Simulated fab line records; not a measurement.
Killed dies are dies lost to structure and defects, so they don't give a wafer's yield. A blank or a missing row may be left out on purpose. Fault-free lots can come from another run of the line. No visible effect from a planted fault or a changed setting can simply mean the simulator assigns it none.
Chamber matching + flow n5 finfet + N5_BEOL_M5_PRE_CLEAN_77 on cvd co-02: 3 sister chambers
The step time 15 s. 27 wafers are shown with their chamber, then 12 later ones without.

## EACH WAFER AND ITS CHAMBER
| wafer  | chamber | heater power w (W) |
|--------|---------|--------------------|
| L074.3 | 0       | 103                |
| L074.4 | 1       | 93                 |
| L074.5 | 0       | 103                |
| L075.1 | 2       | 121                |
| L075.2 | 1       | 92                 |
| L075.3 | 0       | 103                |
| L075.4 | 0       | 106                |
| L075.5 | 1       | 91                 |
| L075.6 | 2       | 123                |
| L079.2 | 1       | 90                 |
| L079.3 | 2       | 120                |
| L079.4 | 0       | 104                |
| L084.1 | 2       | 120                |
| L084.3 | 2       | 122                |
| L084.5 | 2       | 120                |
| L088.1 | 0       | 105                |
| L088.5 | 0       | 105                |
| L088.6 | 1       | 76                 |
| L090.2 | 1       | 78                 |
| L090.3 | 2       | 123                |
| L090.6 | 1       | 76                 |
| L093.1 | 1       | 78                 |
| L093.3 | 2       | 123                |
| L093.6 | 1       | 77                 |
| L094.1 | 2       | 122                |
| L094.2 | 0       | 107                |
| L094.3 | 1       | 77                 |

SIGNATURES, as means of the wafers listed above
| reading        | chamber 0 | chamber 1 | chamber 2 | scatter within a chamber |
|----------------|-----------|-----------|-----------|--------------------------|
| heater power w | 104.50    | 82.80     | 121.56    | 4.76                     |
Rule: for each reading, subtract the chamber's mean from the wafer's reading, divide by that reading's scatter and square the result; add these up over the readings and take the root, which gives the wafer's distance from the chamber. If the next closest chamber is less than 2 further off than the closest, the wafer can't be placed; otherwise it belongs to the closest. The scatter: the root of (the sum of the squares of (reading less its chamber's mean) over the shown wafers, divided by (wafers less chambers)).

## WAFERS WITH NO CHAMBER GIVEN
| wafer  | heater power w (W) |
|--------|--------------------|
| L094.4 | 106                |
| L094.5 | 77                 |
| L094.6 | 124                |
| L095.1 | 77                 |
| L095.3 | 105                |
| L095.6 | 105                |
| L096.1 | 78                 |
| L096.2 | 106                |
| L096.3 | 122                |
| L096.4 | 105                |
| L096.5 | 121                |
| L096.6 | 78                 |

## THE CHAMBER EACH PASSED THROUGH
| wafer  | from the rows above | in truth |
|--------|---------------------|----------|
| L094.4 | 0                   | 0        |
| L094.5 | 1                   | 1        |
| L094.6 | 2                   | 2        |
| L095.1 | 1                   | 1        |
| L095.3 | 0                   | 0        |
| L095.6 | 0                   | 0        |
| L096.1 | 1                   | 1        |
| L096.2 | 0                   | 0        |
| L096.3 | 2                   | 2        |
| L096.4 | 0                   | 0        |
| L096.5 | 2                   | 2        |
| L096.6 | 1                   | 1        |
12 of 12 placed correctly. Not placeable from these rows: 0. 0 placed wrongly.
